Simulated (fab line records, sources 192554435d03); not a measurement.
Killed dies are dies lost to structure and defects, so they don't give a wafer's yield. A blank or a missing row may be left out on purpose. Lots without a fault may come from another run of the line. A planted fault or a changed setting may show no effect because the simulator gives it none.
A struck lot beside a sound one | flow n5_finfet | 36 steps out of a route of 1938
Sound: wafers L576.2, L576.4, L576.5. Struck: wafers L589.4, L589.6. (L589.5 of the same lot was not struck and is left out.) The cause comes at the end.
At each step with rows: each side's tool, then ch and its chambers, then its first start. Under that, the readings that differ: sound wafers | struck wafers | difference of the means | sigmas: that difference in standard deviations of wafers without a fault.
alike: readings whose means differ by less than 2 such deviations, and words and numbers that are the same on both sides. not compared: withheld readings, readings that some wafer has no value for, bounds like >300 that may hide the same value, and numbers for which the record gives no deviation and whose values overlap.
The two part at a step that has a row with sigmas, a row that says differs or no value, or rows on one side only. Numbers that don't overlap but have no deviation are shown without sigmas and don't part them. A reading that every wafer of one side lacks parts them only if that side has two wafers or more.

first, 9 steps without rows for these wafers: N5_SD_EPI_N_DEVELOP_08 (develop time 30 s); N5_SD_EPI_N_DESCUM_14 (chemistry O2, time 7.9 s); N5_SD_EPI_N_ETCH_34 (etches SiARC in CF4, target depth 45.5 nm, time 75.8 s); N5_SD_EPI_N_ETCH_35 (etches SOC in N2/H2, overetch 108 nm, time 486 s); N5_SD_EPI_N_STRIP_36 (strips in N2/H2); N5_SD_EPI_N_ETCHBACK_44 (etches SiNx in CH3F/O2, stops on SiO2, target depth 14.5 nm); N5_SD_EPI_N_ETCH_45 (etches SiOCN in CH3F/O2, target depth 6 nm); N5_SD_EPI_N_ETCH_16 (etches SiO2 in CHF3/O2, target depth 5 nm); N5_SD_EPI_N_STRIP_47 (strips in CHF3/O2).
N5_SD_EPI_N_SD_RECESS_17: chemistry HBr/Cl2/O2, target depth 41 nm, time 23.7 s, bt time 3 s.
  sound on rie_si-02 ch 0,1, day 3 18:31; struck on rie_si-05 ch 0,2, day 7 01:22
  reading                                 | sound             | struck    | difference | sigmas
  drypump_motor_current_A (A)             | 6.1 5.7 6.1       | 5.2 5.4   | -0.7       | -2
  model.Si_of_WELL_APT_EPI_41.thk_nm (nm) | 9.8 9.4 9.8       | 11.2 11.4 | +1.6       |
  model.etch.depth_nm (nm)                | 39.78 40.46 39.93 | 38.51 38  | -1.80      |
  model.SD_EPI_N.feature_depth_nm (nm)    | 39.8 40.4 40      | 38.6 38   | -1.8       |
  alike: HBr_flow_sccm, oes_product_au, throttle_valve_pct
  not compared: rf_hours_counter_h
then, 2 steps without rows for these wafers: N5_SD_EPI_N_STRIP_38 (strips in N2/H2); N5_SD_EPI_N_WET_ETCH_43 (etches SiO2 in dHF, time 14 s, target depth 1.5 nm).
N5_SD_EPI_N_STRIP_18: strips in SPM, time 750 s.
  sound on wet_bench-01 ch 4,5,6, day 3 18:43; struck on wet_bench-02 ch 2,6, day 7 01:33
  reading                                 | sound     | struck | difference | sigmas
  model.Si_of_WELL_APT_EPI_41.thk_nm (nm) | 9.4 9 9.6 | 11 11  | +2         |
then, 21 steps without rows for these wafers: N5_SD_EPI_N_SRD_20 (time 30 s); N5_SD_EPI_N_PRECLEAN_48 (cleans in NF3:NH3, afs cycles 2, time 20 s, sublimation time 60 s); N5_SD_EPI_N_VAPOR_ETCH_50 (etches Si in HCl, time 54 s); N5_SD_EPI_N_EPI_21 (deposits Si:P, time 690 s); N5_SD_EPI_N_PRECLEAN_24 (cleans in O3/DIW, time 60 s); N5_SD_EPI_N_SRD_25 (time 30 s); N5_SD_EPI_N_PRECLEAN_49 (cleans in NF3:NH3, afs cycles 1, time 20 s, sublimation time 60 s); N5_SD_EPI_N_LINER_46 (material SiNx, target thk 3 nm); N5_SD_EPI_P_COAT_34 (time 60 s, resist thk 350 nm); N5_SD_EPI_P_COAT_35 (time 60 s, resist thk 35 nm); N5_SD_EPI_P_COAT_03 (resist thk 150 nm); N5_SD_EPI_P_EBR_05; N5_SD_EPI_P_SOFTBAKE_04 (time 60 s); N5_SD_EPI_P_EXPOSE_06 (exposes mask SD P BLK, target cd 240 nm); N5_SD_EPI_P_PEB_07 (peb time 60 s); N5_SD_EPI_P_DEVELOP_08 (develop time 30 s); N5_SD_EPI_P_DESCUM_14 (chemistry O2, time 7.9 s); N5_SD_EPI_P_ETCH_36 (etches SiARC in CF4, target depth 45.5 nm, time 75.8 s); N5_SD_EPI_P_ETCH_37 (etches SOC in N2/H2, overetch 108 nm, time 486 s); N5_SD_EPI_P_STRIP_38 (strips in N2/H2); N5_SD_EPI_P_ETCHBACK_46 (etches SiNx in CH3F/O2, stops on SiO2, target depth 17.5 nm).
-- the record jumps here: 5 days lie between the struck wafers' starts before and after (it left off in module SD_EPI_P and takes up again in module BEOL_M4, whose first step shown is number 1111 of the route) --
N5_BEOL_M4_RC_MEAS_101:
  sound on prober-02 ch 0, day 8 21:43; struck on prober-02 ch 0, day 11 23:10
  reading | sound          | struck    | difference | sigmas
  CJ_N    | 4.15 4.21 4.21 | 3.98 3.94 | -0.23      | -3
  alike: DIBL_N, DIBL_P, IOFF_N, IOFF_P, ION_N, ION_P, SS_N, SS_P, VT_N, VT_P
-- the record jumps here: 5 days lie between the struck wafers' starts before and after (it left off in module BEOL_M4 and takes up again in module PASSIVATION, whose first step shown is number 1936 of the route) --
N5_PASSIVATION_PROBE_49:
  sound on prober-02, day 14 09:43; struck on prober-02, day 16 23:28
  alike: defect_limited_yield, killed_at_M0_to_M3, killed_at_M4_up, killed_at_contacts, killed_at_front_end, killed_at_other, killed_dies, killed_open, killed_short, sort_bin_5_function, sort_bin_6_memory, sort_bin_8_speed, sort_n_pass, sort_yield_pct

WHERE THEY PART
First at N5_SD_EPI_N_SD_RECESS_17; last, within this record, at N5_BEOL_M4_RC_MEAS_101. Later steps at which nothing parts them and some readings are alike: N5_PASSIVATION_PROBE_49.

WHY: what the simulator had put in
Process parameter drift: rie_si-05, from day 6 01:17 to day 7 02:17, at N5_SD_EPI_N_SD_RECESS_17. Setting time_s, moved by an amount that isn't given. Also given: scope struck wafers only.
